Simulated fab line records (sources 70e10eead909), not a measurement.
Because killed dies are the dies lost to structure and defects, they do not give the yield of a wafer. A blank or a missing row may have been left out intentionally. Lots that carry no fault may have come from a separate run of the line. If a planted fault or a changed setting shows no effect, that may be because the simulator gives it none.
Which tool is to blame? / flow nand harc / 18 wafers from 6 lots sampled at 2 of the route's 1302 steps

== WHAT THE GAUGES READ, wafer by wafer ==
NHARC_A_SLIT_CD_MEAS_21.
lot=L435; measured=day 20 18:18; on=cd sem-02; cd nm (nm)=287.9 286.9 288.5
lot=L439; measured=day 21 13:11; on=cd sem-01; cd nm (nm)=287.9 289.2 289.5
lot=L443; measured=day 23 01:25; on=cd sem-01; cd nm (nm)=290.0 290.9 290.8
lot=L447; measured=day 25 02:43; on=cd sem-03; cd nm (nm)=289.6 289.9 290.4
lot=L454; measured=day 28 04:02; on=cd sem-02; cd nm (nm)=290.9 290.8 290.3
lot=L457; measured=day 28 09:29; on=cd sem-03; cd nm (nm)=289.2 289.1 288.5

== TOOL THAT RAN EACH LOT (tool first, then ch and the chambers of the sampled wafers, then the start) ==
lot=L435; NHARC_A_SLIT_ETCH_29=rie diel-06 ch 0,1,2, day 20 17:46
lot=L439; NHARC_A_SLIT_ETCH_29=rie diel-07 ch 1,2,3, day 21 12:38
lot=L443; NHARC_A_SLIT_ETCH_29=rie diel-06 ch 0,1,3, day 23 00:53
lot=L447; NHARC_A_SLIT_ETCH_29=rie diel-11 ch 0,1,3, day 25 02:10
lot=L454; NHARC_A_SLIT_ETCH_29=rie diel-06 ch 2,3, day 28 03:28
lot=L457; NHARC_A_SLIT_ETCH_29=rie diel-11 ch 0,2,3, day 28 08:55
- NHARC_A_SLIT_ETCH_29: etches the open film in CF4/O2, target depth 100 nm, overetch 10 nm, time 55 s.

== THE ANSWER, worked out from the rows above alone ==
Rule: the lots themselves supply what counts as usual. The widest of any qualifying gaps counts: lots, ordered by their means at a reading, are off when they make up no more than a third of the lots, leave a main group of 4 or more, and stand apart from it by 3 or more times the standard deviation of that group's means. If all means in a main group match to the digits the tables above print for the reading, that group is not used. A lot without any number at a reading at which 4 lots or more have one is off too. The other lots that the step has rows for count as sound.
No lot is off at any reading shown: from this, nothing can be told.

== WHAT THE SIMULATOR PUT IN ==
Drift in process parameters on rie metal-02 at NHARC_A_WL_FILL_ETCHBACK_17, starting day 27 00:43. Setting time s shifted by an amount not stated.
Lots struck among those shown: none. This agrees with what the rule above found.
